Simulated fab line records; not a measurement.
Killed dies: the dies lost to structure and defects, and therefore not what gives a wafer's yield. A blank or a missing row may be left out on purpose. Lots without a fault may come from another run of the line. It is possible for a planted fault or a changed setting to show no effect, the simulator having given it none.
Matching of chambers	flow n5 finfet	rie diel-03 running N5_GATE_CUT_HM_OPEN_40: 4 sister chambers
The step chemistry C4F6/O2, target SiO2, target depth 139 nm, time 85.1 s. 20 wafers are shown with their chamber, then 10 later ones without.

## WAFERS, EACH WITH ITS CHAMBER
wafer	chamber	drypump motor current A (A)	rf vpp V (V)	throttle valve pct (%)
L075.1	2	5.7	661	20.89
L075.5	3	6.6	657	20.52
L075.6	0	5.3	685	20.85
L076.3	0	5.3	686	20.84
L076.4	2	5.7	661	20.90
L076.6	3	6.7	659	20.52
L078.1	2	5.7	661	20.91
L078.5	0	5.3	686	20.85
L078.6	3	6.7	657	20.53
L080.4	3	6.6	656	20.55
L080.5	2	5.8	660	20.91
L080.6	0	5.3	685	20.86
L085.1	3	6.6	658	20.55
L085.4	1	4.8	686	20.70
L085.5	2	5.7	661	20.93
L088.2	3	6.7	657	20.56
L088.4	0	5.3	687	20.88
L088.6	0	5.3	686	20.87
L091.1	1	4.8	686	20.71
L091.2	2	5.7	660	20.93

SIGNATURES (averages over the wafers above)
reading	chamber 0	chamber 1	chamber 2	chamber 3	scatter within a chamber
drypump motor current A	5.300	4.800	5.717	6.650	0.0382
rf vpp V	685.83	686.00	660.67	657.33	0.771
throttle valve pct	20.8583	20.7050	20.9117	20.5383	0.0156
Rule: distance of a wafer from a chamber = root of the sum over the readings of ((wafer's reading minus chamber's mean) / reading's scatter) squared. The wafer belongs to the nearest chamber; if the next one is less than 2 further off, it can't be placed. The scatter is the square root of a quotient: the sum, over the shown wafers, of each reading's squared deviation from its chamber's mean, divided by wafers minus chambers.

## WAFERS WITH NO CHAMBER GIVEN
wafer	drypump motor current A (A)	rf vpp V (V)	throttle valve pct (%)
L091.6	5.3	685	20.89
L092.3	5.3	684	20.90
L092.4	4.8	684	20.72
L092.5	6.7	657	20.57
L093.2	5.3	685	20.89
L093.4	4.8	683	20.73
L093.5	5.3	684	20.90
L097.1	6.7	657	20.57
L097.2	5.7	660	20.93
L097.6	4.8	685	20.72

## WHICH CHAMBER EACH WENT THROUGH
wafer	from the rows above	in truth
L091.6	0	0
L092.3	0	0
L092.4	1	1
L092.5	3	3
L093.2	0	0
L093.4	1	1
L093.5	0	0
L097.1	3	3
L097.2	2	2
L097.6	1	1
Placed correctly: 10 of 10. Left unplaced by these rows: 0. Wrongly placed: 0.
